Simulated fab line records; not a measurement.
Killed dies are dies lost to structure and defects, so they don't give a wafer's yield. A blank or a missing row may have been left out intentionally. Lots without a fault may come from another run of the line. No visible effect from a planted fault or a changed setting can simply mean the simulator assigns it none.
fab line records	flow n5Finfet
record lots=24	wafers=72	lastDay=19
route steps=1938 shown BEOL_M5@1113
lots with no fault: from the same line, run without faults
startH: the number of hours between the record's first day and the start of the first shown wafer of the lot	waitH: how many hours have passed since the lot's step before this one	" the same as in the row above	L1.1+2: a row that stands for several wafers	- either no value or no given start	* or withheld: withheld	< > ~ a bound
route shown NAME@n: a module of which the file shows steps, and the number in the route of the first	usual: mean/standard deviation taken from wafers without a fault	same: alike in all rows	chamber/n: place in a boat	sites: the reading at each site	_std_site: standard deviation of those values	_edge_site: inner sites' mean taken away from outer sites' mean	radiusMm: for every site, how far away it sits from the centre of the wafer	mask NAME#n: copy n	behind: tool/chamber where the wafer was last shaped	hold: why the lot was held/for how many hours/how that ended	device: which transistor (n, p or np) failed to switch	end of line: the tests these same wafers got at the end of their route	step lacking rows: just its recipe	killed: the dies lost at the first sort to structure and to defects; this is not the yield of the wafer	map: per-die view of a wafer (x killed, . not killed, _ where there is no die)
set.NAME: setting as actually run; set.NAME@STEP: the setting as run at that earlier step	model.NAME: the simulator's own value behind a step, which no gauge read
a sample of lots followed through the steps of the route, with each step as a table and each wafer as a row
services: a tool's chamber out of use, with start hour (startH, from the record's first day; less than 0 if before it), hours out, and reason
## steps
# step N5_BEOL_M5_CURE_79
# recipe tempC=385	timeS=240	ambient=He/Ar	material=SiCOH_lowk
# usual lampPowerPct=52.32/0.052	wafer_temp_C_max=387.2/0.72
# same timeS=240
lot.wafer	tool	chamber	startH	waitH	lampPowerPct	wafer_temp_C_max
L074.2	uvCure-02	1	189.90	0.2	52.23	387.1
L074.4	"	1	"	"	52.33	386.7
L074.5	"	1	"	"	52.29	387.0
L075.1	uvCure-03	2	192.84	0.0	52.26	387.3
L075.3	"	2	"	"	52.39	386.9
L075.5	"	2	"	"	52.42	387.3
L078.1	uvCure-01	1	195.79	0.0	52.31	387.0
L078.2	"	1	"	"	52.30	387.0
L078.6	"	1	"	"	52.36	387.2
L076.1	uvCure-03	1	195.96	0.0	52.32	386.8
L076.2	"	1	"	"	52.33	386.7
L076.6	"	1	"	"	52.28	386.9
L077.2	uvCure-01	1	201.05	0.1	52.38	387.3
L077.3	"	1	"	"	52.25	387.5
L077.4	"	1	"	"	52.34	387.3
L080.1	uvCure-02	2	209.97	0.0	52.30	387.4
L080.2	"	2	"	"	52.41	388.2
L080.6	"	2	"	"	52.23	387.6
L081.2	uvCure-03	0	210.37	0.3	52.32	386.5
L081.3	"	0	"	"	52.38	386.7
L081.5	"	0	"	"	52.28	387.1
L079.3	uvCure-03	0	216.77	0.4	52.35	387.0
L079.4	"	0	"	"	52.42	387.8
L079.6	"	0	"	"	52.36	386.9
L083.1	uvCure-01	0	219.26	0.0	52.28	387.4
L083.2	"	0	"	"	52.36	388.3
L083.3	"	0	"	"	52.26	389.9
L082.2	uvCure-03	1	219.83	0.2	52.25	386.3
L082.5	"	1	"	"	52.27	386.5
L082.6	"	1	"	"	52.29	386.5
L084.1	uvCure-01	1	239.52	0.0	52.35	387.4
L084.3	"	1	"	"	52.42	387.6
L084.6	"	1	"	"	52.28	387.7
L085.1	uvCure-02	2	243.58	0.1	52.37	386.9
L085.2	"	2	"	"	52.34	387.8
L085.6	"	2	"	"	52.33	387.8
L086.4	uvCure-02	0	251.23	0.4	52.37	386.1
L086.5	"	0	"	"	52.34	386.6
L086.6	"	0	"	"	52.41	386.4
L088.2	uvCure-01	0	254.60	0.1	52.28	388.7
L088.3	"	0	"	"	52.33	388.2
L088.6	"	0	"	"	52.36	388.6
L092.1	uvCure-03	0	268.95	0.1	52.30	386.7
L092.4	"	0	"	"	52.43	386.5
L092.5	"	0	"	"	52.26	386.6
L089.3	uvCure-03	1	270.85	0.2	52.25	386.6
L089.4	"	1	"	"	52.37	386.4
L089.6	"	1	"	"	52.38	387.0
L087.1	uvCure-01	2	270.89	0.0	52.25	387.2
L087.3	"	2	"	"	52.31	386.2
L087.5	"	2	"	"	52.27	387.1
L090.1	uvCure-01	0	275.02	0.0	52.27	388.3
L090.4	"	0	"	"	52.30	387.8
L090.6	"	0	"	"	52.19	388.1
L091.1	uvCure-02	0	276.80	0.0	52.27	386.5
L091.3	"	0	"	"	52.32	386.6
L091.4	"	0	"	"	52.38	386.2
L093.1	uvCure-02	2	283.84	0.0	52.23	386.7
L093.4	"	2	"	"	52.25	387.2
L093.5	"	2	"	"	52.26	387.1
L094.2	uvCure-02	1	285.68	0.5	52.29	386.8
L094.5	"	1	"	"	52.32	386.4
L094.6	"	1	"	"	52.31	386.7
L095.1	uvCure-03	1	315.38	0.0	52.24	386.8
L095.3	"	1	"	"	52.31	387.4
L095.4	"	1	"	"	52.31	386.3
L097.1	uvCure-01	1	321.32	0.0	52.34	386.6
L097.2	"	1	"	"	52.36	387.7
L097.5	"	1	"	"	52.36	387.7
L096.4	uvCure-02	2	341.76	0.3	52.32	387.2
L096.5	"	2	"	"	52.42	388.2
L096.6	"	2	"	"	52.29	386.3
# step N5_BEOL_M5_STRIP_19
# recipe chemistry=O2	powerW=400	tempC=40	pressureMtorr=30	rfFrequencyHz=6e+07	biasPowerW=0	overashFraction=0.2	o2FlowSccm=225
# usual drypumpMotorCurrentA=5.6/0.49	oesProductAu=0.80/0.099	rfVppV=3.7/0.46	showerheadPlenumPTorr=2.13/0.078	throttleValvePct=16.6/0.33
lot.wafer	tool	chamber	startH	waitH	drypumpMotorCurrentA	oesProductAu	rfHoursCounterH	rfVppV	showerheadPlenumPTorr	throttleValvePct
L074.2	rieDiel-04	1	192.28	0.1	6.2	0.68	236	3.1	2.00	17.0
L074.4	"	3	"	"	5.0	0.89	31	4.7	2.10	16.0
L074.5	"	3	"	"	5.0	0.89	-	3.3	2.10	16.0
L075.1	rieDiel-05	0	195.31	0.1	6.5	0.70	196	3.7	2.16	17.0
L075.3	"	3	"	"	5.3	0.69	243	3.7	2.08	17.1
L075.5	"	0	"	"	6.5	0.71	-	3.3	2.16	17.0
L078.1	rieDiel-04	1	198.04	0.1	6.2	0.68	237	3.8	2.00	17.0
L078.2	"	2	"	"	4.9	0.81	91	3.5	2.15	16.7
L078.6	"	2	"	"	4.9	0.80	-	3.7	2.15	16.7
L076.1	rieDiel-05	2	198.21	0.2	5.8	0.90	23	3.7	2.03	16.2
L076.2	"	1	"	"	5.6	0.69	215	3.6	2.06	16.7
L076.6	"	0	"	"	6.5	0.70	-	3.4	2.16	17.0
L077.2	rieDiel-05	3	204.74	0.1	5.3	0.70	245	2.9	2.08	17.2
L077.3	"	2	"	"	5.8	0.90	25	3.4	2.03	16.3
L077.4	"	1	"	"	5.6	0.69	-	3.4	2.05	16.7
L081.2	rieDiel-05	3	212.62	0.1	5.3	0.68	247	3.9	2.08	17.2
L081.3	"	0	"	"	6.5	0.70	200	3.2	2.16	17.0
L081.5	"	1	"	"	5.5	0.69	-	3.6	2.05	16.7
L080.1	rieDiel-02	0	212.64	0.1	6.0	0.73	197	4.0	2.08	16.8
L080.2	"	1	"	"	5.9	0.71	189	3.7	2.16	16.9
L080.6	"	3	"	"	5.4	0.88	-	3.3	2.23	16.5
L079.3	rieDiel-02	3	219.98	0.1	5.4	0.87	46	3.3	2.23	16.5
L079.4	"	3	"	"	5.4	0.86	-	4.2	2.23	16.5
L079.6	"	1	"	"	5.9	0.70	-	3.2	2.16	16.9
L083.1	rieDiel-05	3	222.10	0.3	5.2	0.69	250	2.8	2.08	17.2
L083.2	"	1	"	"	5.5	0.69	222	2.4	2.05	16.7
L083.3	"	0	"	"	6.5	0.69	202	3.7	2.16	17.0
L082.2	rieDiel-05	2	223.26	0.2	5.7	0.89	30	3.2	2.03	16.2
L082.5	"	1	"	"	5.5	0.69	-	3.8	2.05	16.7
L082.6	"	2	"	"	5.7	0.90	-	4.0	2.03	16.2
L084.1	rieDiel-04	3	242.40	0.1	5.0	0.86	46	3.5	2.10	16.0
L084.3	"	0	"	"	5.3	0.89	27	3.3	2.26	16.3
L084.6	"	2	"	"	4.9	0.79	-	3.3	2.14	16.8
L085.1	rieDiel-05	0	245.53	0.1	6.5	0.69	212	3.9	2.16	17.0
L085.2	"	2	"	"	5.8	0.88	40	3.8	2.03	16.3
L085.6	"	2	"	"	5.8	0.88	-	4.6	2.03	16.3
L086.4	rieDiel-04	0	253.89	0.1	5.2	0.88	-	3.6	2.25	16.4
L086.5	"	3	"	"	5.0	0.86	-	4.3	2.10	16.0
L086.6	"	2	"	"	4.9	0.79	-	3.6	2.14	16.8
L088.2	rieDiel-02	3	257.34	0.1	5.4	0.86	57	3.4	2.23	16.5
L088.3	"	0	"	"	6.0	0.72	212	4.5	2.08	16.9
L088.6	"	1	"	"	5.8	0.70	-	3.7	2.16	16.9
L092.1	rieDiel-04	2	272.52	0.2	4.9	0.77	116	2.9	2.14	16.8
L092.4	"	1	"	"	6.2	1.02	-	4.2	2.26	16.7
L092.5	"	3	"	"	5.0	0.84	-	3.5	2.09	16.1
L089.3	rieDiel-04	2	272.65	0.1	4.9	0.79	116	3.7	2.14	16.8
L089.4	"	2	"	"	4.9	0.77	-	3.6	2.14	16.8
L089.6	"	1	"	"	6.2	1.00	-	4.0	2.26	16.6
L087.1	rieDiel-04	1	273.24	0.3	6.2	1.02	1	2.9	2.26	16.7
L087.3	"	2	"	"	4.9	0.78	116	2.7	2.14	16.8
L087.5	"	1	"	"	6.2	1.01	-	3.3	2.26	16.6
L090.1	rieDiel-04	3	280.97	0.1	5.0	0.85	60	4.9	2.09	16.0
L090.4	"	1	"	"	6.2	0.98	4	3.6	2.26	16.7
L090.6	"	0	"	"	5.3	0.87	-	3.4	2.25	16.3
L091.1	rieDiel-04	0	281.42	0.1	5.3	0.87	37	3.3	2.25	16.4
L091.3	"	2	"	"	4.9	0.77	118	4.1	2.14	16.8
L091.4	"	3	"	"	5.0	0.84	60	4.2	2.09	16.1
L093.1	rieDiel-04	0	286.45	0.3	5.3	0.88	39	3.0	2.25	16.4
L093.4	"	2	"	"	4.9	0.77	121	3.8	2.13	16.8
L093.5	"	3	"	"	5.0	0.84	-	3.8	2.09	16.1
L094.2	rieDiel-02	3	287.96	0.1	5.4	0.83	68	3.9	2.22	16.5
L094.5	"	2	"	"	5.7	0.92	-	4.2	2.09	16.8
L094.6	"	3	"	"	5.4	0.84	-	3.8	2.22	16.5
L095.1	rieDiel-05	0	317.50	0.1	6.5	0.67	235	2.8	2.15	17.0
L095.3	"	2	"	"	5.7	0.85	62	3.5	2.02	16.3
L095.4	"	2	"	"	5.7	0.84	-	3.5	2.02	16.3
L097.1	rieDiel-02	3	326.23	0.1	5.3	0.82	78	4.2	2.22	16.6
L097.2	"	2	"	"	5.6	0.90	24	3.4	2.08	16.8
L097.5	"	0	"	"	6.0	0.70	-	3.1	2.07	16.9
L096.4	rieDiel-04	1	344.35	0.1	6.2	0.93	26	3.4	2.25	16.7
L096.5	"	3	"	"	5.0	0.81	-	3.7	2.08	16.1
L096.6	"	0	"	"	5.3	0.85	-	4.0	2.24	16.4
# step N5_BEOL_M5_CD_MEAS_28
# recipe targetCdNm=30.6	landingEnergyEv=500	detector=seInlens	targetCdYNm=20	polarity=opening
# usual cdNm=30.60/0.27
lot.wafer	tool	chamber	startH	waitH	cdNm
L074.2	cdSem-03	0	193.64	-	30.91
L074.4	"	0	"	"	31.14
L074.5	"	0	"	"	30.04
L075.1	cdSem-01	0	196.35	-	30.47
L075.3	"	0	"	"	30.61
L075.5	"	0	"	"	30.56
L076.1	cdSem-03	0	199.36	-	30.48
L076.2	"	0	"	"	30.90
L076.6	"	0	"	"	30.50
L078.1	cdSem-02	0	199.41	-	30.61
L078.2	"	0	"	"	30.79
L078.6	"	0	"	"	30.68
L077.2	cdSem-03	0	206.95	-	30.92
L077.3	"	0	"	"	30.63
L077.4	"	0	"	"	30.82
L081.2	cdSem-02	0	213.80	-	30.44
L081.3	"	0	"	"	30.28
L081.5	"	0	"	"	30.46
L080.1	cdSem-01	0	213.85	-	30.35
L080.2	"	0	"	"	30.71
L080.6	"	0	"	"	30.74
L079.3	cdSem-01	0	220.59	-	30.78
L079.4	"	0	"	"	30.32
L079.6	"	0	"	"	30.91
L083.1	cdSem-02	0	223.42	-	30.83
L083.2	"	0	"	"	30.86
L083.3	"	0	"	"	30.71
L082.2	cdSem-03	0	224.87	-	30.51
L082.5	"	0	"	"	31.22
L082.6	"	0	"	"	30.76
L084.1	cdSem-02	0	242.97	-	30.74
L084.3	"	0	"	"	30.34
L084.6	"	0	"	"	30.29
L085.1	cdSem-01	0	248.33	-	30.58
L085.2	"	0	"	"	30.27
L085.6	"	0	"	"	30.30
L086.4	cdSem-01	0	255.47	-	30.51
L086.5	"	0	"	"	30.60
L086.6	"	0	"	"	30.57
L088.2	cdSem-02	0	258.52	-	31.10
L088.3	"	0	"	"	30.39
L088.6	"	0	"	"	30.87
L092.1	cdSem-03	0	273.02	-	30.78
L092.4	"	0	"	"	30.86
L092.5	"	0	"	"	30.93
L089.3	cdSem-01	0	273.08	-	30.60
L089.4	"	0	"	"	30.45
L089.6	"	0	"	"	30.77
L087.1	cdSem-03	0	273.89	-	31.31
L087.3	"	0	"	"	30.90
L087.5	"	0	"	"	31.17
L090.1	cdSem-03	0	281.48	-	30.63
L090.4	"	0	"	"	30.46
L090.6	"	0	"	"	30.44
L091.1	cdSem-02	0	281.83	-	30.20
L091.3	"	0	"	"	30.74
L091.4	"	0	"	"	29.85
L093.1	cdSem-02	0	287.76	-	30.36
L093.4	"	0	"	"	30.59
L093.5	"	0	"	"	30.43
L094.2	cdSem-01	0	288.45	-	30.35
L094.5	"	0	"	"	30.49
L094.6	"	0	"	"	30.33
L095.1	cdSem-01	0	318.74	-	30.73
L095.3	"	0	"	"	30.92
L095.4	"	0	"	"	30.53
L097.1	cdSem-02	0	326.61	-	30.32
L097.2	"	0	"	"	30.36
L097.5	"	0	"	"	30.49
L096.4	cdSem-02	0	346.09	-	30.12
L096.5	"	0	"	"	30.14
L096.6	"	0	"	"	30.44
# step N5_BEOL_M5_DESCUM_33
# recipe chemistry=O2	timeS=7	sourcePowerW=50	biasPowerW=20	pressureMtorr=20	rfFrequencyHz=2.712e+07	tempC=40	resist=CAR-EUV	o2FlowSccm=225
# usual drypumpMotorCurrentA=5.6/0.47	oesProductAu=0.80/0.1	rfVppV=243.6/1.3	showerheadPlenumPTorr=2.12/0.072	throttleValvePct=20.4/0.32
# same timeS=7
lot.wafer	tool	chamber	startH	waitH	drypumpMotorCurrentA	oesProductAu	rfHoursCounterH	rfVppV	showerheadPlenumPTorr	throttleValvePct
L074.2	rieDiel-05	2	193.78	0.0	5.8	0.90	22	243.5	2.03	20.0
L074.4	"	0	"	"	6.5	0.70	196	244.1	2.16	20.7
L074.5	"	1	"	"	5.5	0.70	-	243.9	2.05	20.4
L075.1	rieDiel-04	2	196.47	0.0	4.9	0.81	91	244.0	2.14	20.5
L075.3	"	1	"	"	6.2	0.68	237	241.6	2.00	20.8
L075.5	"	1	"	"	6.2	0.69	-	243.4	2.00	20.7
L076.1	rieDiel-05	2	199.49	0.0	5.8	0.91	23	241.3	2.03	20.0
L076.2	"	3	"	"	5.3	0.69	244	242.6	2.08	20.9
L076.6	"	3	"	"	5.3	0.70	-	243.0	2.08	20.9
L078.1	rieDiel-02	1	199.71	0.2	5.8	0.71	185	244.6	2.16	20.6
L078.2	"	0	"	"	6.0	0.73	193	244.5	2.08	20.6
L078.6	"	0	"	"	6.0	0.73	-	242.8	2.08	20.6
L077.2	rieDiel-04	2	207.07	0.0	4.9	0.81	94	243.4	2.14	20.5
L077.3	"	1	"	"	6.2	0.68	239	242.2	2.00	20.8
L077.4	"	0	"	"	5.3	0.92	18	244.0	2.26	20.2
L081.2	rieDiel-05	1	214.17	0.3	5.5	0.69	220	242.2	2.05	20.4
L081.3	"	0	"	"	6.4	0.70	200	244.7	2.16	20.8
L081.5	"	3	"	"	5.3	0.68	-	242.7	2.08	20.9
L080.1	rieDiel-05	2	214.56	0.6	5.7	0.90	28	242.6	2.03	20.0
L080.2	"	1	"	"	5.5	0.69	220	244.0	2.05	20.4
L080.6	"	0	"	"	6.5	0.70	-	245.0	2.16	20.7
L079.3	rieDiel-02	0	220.71	0.0	6.0	0.72	200	242.5	2.08	20.6
L079.4	"	1	"	"	5.9	0.70	-	244.2	2.16	20.6
L079.6	"	0	"	"	6.0	0.73	-	241.7	2.08	20.7
L083.1	rieDiel-02	1	223.54	0.0	5.8	0.71	193	245.4	2.16	20.6
L083.2	"	0	"	"	6.0	0.72	201	242.4	2.08	20.6
L083.3	"	3	"	"	5.4	0.86	47	245.7	2.23	20.3
L082.2	rieDiel-02	2	224.99	0.0	5.7	1.01	0	243.1	2.09	20.6
L082.5	"	3	"	"	5.4	0.86	-	246.1	2.23	20.3
L082.6	"	0	"	"	6.0	0.73	-	243.0	2.08	20.6
L084.1	rieDiel-02	3	243.10	0.0	5.4	0.85	52	246.1	2.23	20.3
L084.3	"	0	"	"	6.0	0.72	207	241.6	2.07	20.7
L084.6	"	1	"	"	5.9	0.69	-	244.6	2.16	20.6
L085.1	rieDiel-05	1	248.48	0.0	5.5	0.68	233	242.9	2.05	20.4
L085.2	"	3	"	"	5.2	1.00	0	242.6	2.08	20.6
L085.6	"	2	"	"	5.8	0.88	-	243.3	2.02	20.0
L086.4	rieDiel-04	2	255.90	0.3	4.9	0.79	-	243.5	2.14	20.5
L086.5	"	0	"	"	5.3	0.89	-	246.0	2.25	20.2
L086.6	"	3	"	"	5.0	0.86	-	243.5	2.09	19.7
L088.2	rieDiel-04	2	258.73	0.1	4.9	0.78	109	243.2	2.14	20.5
L088.3	"	0	"	"	5.3	0.88	32	246.1	2.25	20.2
L088.6	"	0	"	"	5.3	0.88	-	245.8	2.25	20.2
L092.1	rieDiel-04	2	273.32	0.2	4.9	0.78	116	241.6	2.13	20.5
L092.4	"	3	"	"	5.0	0.84	-	244.2	2.09	19.7
L092.5	"	1	"	"	6.2	1.01	-	245.9	2.26	20.6
L089.3	rieDiel-05	0	273.59	0.4	6.4	0.69	220	243.6	2.15	20.8
L089.4	"	1	"	"	5.5	0.68	240	242.6	2.04	20.4
L089.6	"	3	"	"	5.3	0.95	-	242.8	2.07	20.6
L087.1	rieDiel-04	1	274.02	0.0	6.2	1.01	2	247.1	2.26	20.6
L087.3	"	2	"	"	4.9	0.79	117	244.7	2.13	20.5
L087.5	"	3	"	"	5.0	0.84	-	244.0	2.09	19.8
L090.1	rieDiel-02	1	281.62	0.0	5.9	0.69	212	244.9	2.15	20.7
L090.4	"	0	"	"	6.1	0.71	220	240.9	2.07	20.7
L090.6	"	2	"	"	5.6	0.94	-	242.7	2.08	20.6
L091.1	rieDiel-05	3	281.99	0.1	5.3	0.93	10	243.5	2.07	20.6
L091.3	"	0	"	"	6.5	0.68	223	243.7	2.15	20.8
L091.4	"	2	"	"	5.8	0.87	49	241.4	2.02	20.0
L093.1	rieDiel-05	2	287.88	0.0	5.8	0.87	52	241.9	2.02	20.0
L093.4	"	3	"	"	5.3	0.94	12	242.6	2.07	20.6
L093.5	"	2	"	"	5.8	0.87	-	243.1	2.02	20.0
L094.2	rieDiel-02	1	288.57	0.0	5.8	0.69	214	243.3	2.15	20.7
L094.5	"	1	"	"	5.8	0.69	-	243.5	2.15	20.7
L094.6	"	0	"	"	6.0	0.71	-	242.3	2.07	20.7
L095.1	rieDiel-04	1	318.86	0.0	6.2	0.94	16	244.8	2.25	20.6
L095.3	"	3	"	"	5.0	0.82	72	245.1	2.08	19.8
L095.4	"	2	"	"	4.9	0.77	131	244.2	2.13	20.5
L097.1	rieDiel-05	3	326.85	0.2	5.3	0.90	24	242.4	2.07	20.6
L097.2	"	2	"	"	5.7	0.85	64	244.0	2.01	20.0
L097.5	"	0	"	"	6.5	0.67	-	244.4	2.15	20.8
L096.4	rieDiel-05	0	346.22	0.0	6.4	0.67	244	244.6	2.14	20.8
L096.5	"	3	"	"	5.3	0.89	-	243.0	2.07	20.6
L096.6	"	0	"	"	6.5	0.67	-	243.4	2.14	20.8
# step N5_BEOL_M5_SURFACE_TREAT_87
# recipe gas=Ar	timeS=*	ionEnergyEv=*	ionCurrentMaCm2=0.5	pressureMtorr=*	arFlowSccm=30
# usual throttleValvePct=*
# same timeS=*
lot.wafer	tool	chamber	startH	waitH	throttleValvePct
L074.2	pvdSputter-03	-	195.45	0.2	*
L074.4	"	-	"	"	*
L074.5	"	-	"	"	*
L075.1	pvdSputter-01	-	199.08	0.6	*
L075.3	"	-	"	"	*
L075.5	"	-	"	"	*
L076.1	pvdSputter-02	-	201.16	0.3	*
L076.2	"	-	"	"	*
L076.6	"	-	"	"	*
L078.1	pvdSputter-02	-	201.20	0.2	*
L078.2	"	-	"	"	*
L078.6	"	-	"	"	*
L077.2	pvdSputter-03	-	208.65	0.2	*
L077.3	"	-	"	"	*
L077.4	"	-	"	"	*
L081.2	pvdSputter-02	-	215.56	0.3	*
L081.3	"	-	"	"	*
L081.5	"	-	"	"	*
L080.1	pvdSputter-02	-	218.16	0.2	*
L080.2	"	-	"	"	*
L080.6	"	-	"	"	*
L079.3	pvdSputter-03	-	222.90	0.2	*
L079.4	"	-	"	"	*
L079.6	"	-	"	"	*
L083.1	pvdSputter-02	-	226.32	0.2	*
L083.2	"	-	"	"	*
L083.3	"	-	"	"	*
L082.2	pvdSputter-01	-	226.58	0.2	*
L082.5	"	-	"	"	*
L082.6	"	-	"	"	*
L084.1	pvdSputter-03	-	244.57	0.1	*
L084.3	"	-	"	"	*
L084.6	"	-	"	"	*
L085.1	pvdSputter-02	-	249.80	0.1	*
L085.2	"	-	"	"	*
L085.6	"	-	"	"	*
L086.4	pvdSputter-03	-	257.66	0.5	*
L086.5	"	-	"	"	*
L086.6	"	-	"	"	*
L088.2	pvdSputter-01	-	260.28	0.2	*
L088.3	"	-	"	"	*
L088.6	"	-	"	"	*
L092.1	pvdSputter-03	-	275.01	0.4	*
L092.4	"	-	"	"	*
L092.5	"	-	"	"	*
L089.3	pvdSputter-02	-	275.29	0.2	*
L089.4	"	-	"	"	*
L089.6	"	-	"	"	*
L087.1	pvdSputter-03	-	275.38	0.1	*
L087.3	"	-	"	"	*
L087.5	"	-	"	"	*
L090.1	pvdSputter-03	-	283.05	0.2	*
L090.4	"	-	"	"	*
L090.6	"	-	"	"	*
L091.1	pvdSputter-03	-	284.21	0.9	*
L091.3	"	-	"	"	*
L091.4	"	-	"	"	*
L093.1	pvdSputter-03	-	289.85	0.2	*
L093.4	"	-	"	"	*
L093.5	"	-	"	"	*
L094.2	pvdSputter-02	-	290.29	0.1	*
L094.5	"	-	"	"	*
L094.6	"	-	"	"	*
L095.1	pvdSputter-02	-	320.32	0.3	*
L095.3	"	-	"	"	*
L095.4	"	-	"	"	*
L097.1	pvdSputter-01	-	328.24	0.2	*
L097.2	"	-	"	"	*
L097.5	"	-	"	"	*
L096.4	pvdSputter-03	-	348.42	0.1	*
L096.5	"	-	"	"	*
L096.6	"	-	"	"	*
# step N5_BEOL_M5_ANNEAL_82
# recipe tempC=400	timeS=1800	ambient=vacuum
# usual heaterPowerW=855/110	susceptorTempC=400.01/0.22
# same timeS=1800
lot.wafer	tool	chamber	startH	waitH	heaterPowerW	susceptorTempC
L074.2	pvdSputter-03	-	197.14	0.0	788	399.66
L074.4	"	-	"	"	877	400.15
L074.5	"	-	"	"	809	400.53
L075.1	pvdSputter-01	-	200.57	0.0	1140	399.86
L075.3	"	-	"	"	874	400.39
L075.5	"	-	"	"	875	400.06
L076.1	pvdSputter-03	-	202.63	0.0	904	400.31
L076.2	"	-	"	"	746	399.74
L076.6	"	-	"	"	913	399.90
L078.1	pvdSputter-02	-	202.65	0.0	705	400.26
L078.2	"	-	"	"	890	399.79
L078.6	"	-	"	"	1011	399.94
L077.2	pvdSputter-01	-	211.48	0.0	1134	399.94
L077.3	"	-	"	"	893	400.16
L077.4	"	-	"	"	767	400.00
L081.2	pvdSputter-01	-	217.15	0.0	876	400.08
L081.3	"	-	"	"	1124	400.39
L081.5	"	-	"	"	881	399.58
L080.1	pvdSputter-02	-	219.90	0.0	904	400.17
L080.2	"	-	"	"	994	399.92
L080.6	"	-	"	"	888	399.68
L079.3	pvdSputter-03	-	224.30	0.0	766	399.90
L079.4	"	-	"	"	785	399.98
L079.6	"	-	"	"	814	399.88
L083.1	pvdSputter-01	-	227.79	0.0	865	399.91
L083.2	"	-	"	"	770	400.49
L083.3	"	-	"	"	880	400.39
L082.2	pvdSputter-02	-	228.17	0.0	702	400.11
L082.5	"	-	"	"	687	400.34
L082.6	"	-	"	"	1003	399.67
L084.1	pvdSputter-03	-	245.96	0.0	785	399.90
L084.3	"	-	"	"	908	399.87
L084.6	"	-	"	"	757	399.81
L085.1	pvdSputter-02	-	251.19	0.0	779	400.03
L085.2	"	-	"	"	1006	400.54
L085.6	"	-	"	"	764	399.88
L086.4	pvdSputter-03	-	259.35	0.0	786	399.77
L086.5	"	-	"	"	805	400.07
L086.6	"	-	"	"	744	399.76
L088.2	pvdSputter-01	-	261.83	0.0	760	399.81
L088.3	"	-	"	"	878	400.05
L088.6	"	-	"	"	920	400.11
L092.1	pvdSputter-01	-	276.50	0.0	869	400.28
L092.4	"	-	"	"	871	400.04
L092.5	"	-	"	"	879	399.71
L089.3	pvdSputter-02	-	276.71	0.0	763	399.79
L089.4	"	-	"	"	1007	400.03
L089.6	"	-	"	"	864	400.18
L087.1	pvdSputter-03	-	276.91	0.0	886	400.03
L087.3	"	-	"	"	761	400.20
L087.5	"	-	"	"	908	399.94
L090.1	pvdSputter-01	-	284.48	0.0	899	399.83
L090.4	"	-	"	"	762	399.68
L090.6	"	-	"	"	1103	399.82
L091.1	pvdSputter-03	-	285.69	0.0	893	399.62
L091.3	"	-	"	"	748	400.08
L091.4	"	-	"	"	791	400.08
L093.1	pvdSputter-03	-	291.32	0.0	757	400.45
L093.4	"	-	"	"	801	399.94
L093.5	"	-	"	"	787	399.90
L094.2	pvdSputter-02	-	291.78	0.0	887	399.56
L094.5	"	-	"	"	755	399.98
L094.6	"	-	"	"	704	399.82
L095.1	pvdSputter-02	-	321.96	0.0	765	400.01
L095.3	"	-	"	"	693	399.77
L095.4	"	-	"	"	996	399.79
L097.1	pvdSputter-02	-	330.01	0.0	881	399.87
L097.2	"	-	"	"	998	399.79
L097.5	"	-	"	"	868	400.12
L096.4	pvdSputter-01	-	349.91	0.0	906	399.96
L096.5	"	-	"	"	1142	399.92
L096.6	"	-	"	"	871	399.93
## services
tool	chamber	startH	hours	kind
rieDiel-02	2	167.26	2.7	repair
uvCure-02	-	171.38	2.1	repair
rieDiel-04	3	171.42	1.6	repair
rieDiel-04	1	190.80	1.3	repair
uvCure-03	-	211.45	2.8	pm
uvCure-01	-	219.74	6.0	pm
rieDiel-05	3	222.62	-	clean
rieDiel-05	3	222.62	-	consumableReplace:focusRing
rieDiel-05	3	222.62	24.3	scheduledDown
rieDiel-05	3	222.62	24.3	ventCycle
rieDiel-05	-	229.87	0.2	repair
uvCure-03	-	246.66	0.9	repair
uvCure-02	-	252.05	1.0	pm
rieDiel-04	1	253.38	-	clean
rieDiel-04	1	253.38	-	consumableReplace:focusRing
rieDiel-04	1	253.38	-	consumableReplace:showerhead
rieDiel-04	1	253.38	17.5	scheduledDown
uvCure-02	-	263.66	7.5	pm
rieDiel-02	2	266.68	5.1	repair
uvCure-01	-	283.32	4.6	repair
uvCure-03	-	284.76	1.0	pm
rieDiel-05	-	319.34	2.8	pm
rieDiel-04	0	324.21	1.2	repair
rieDiel-02	-	330.92	3.4	repair
## key
fault none
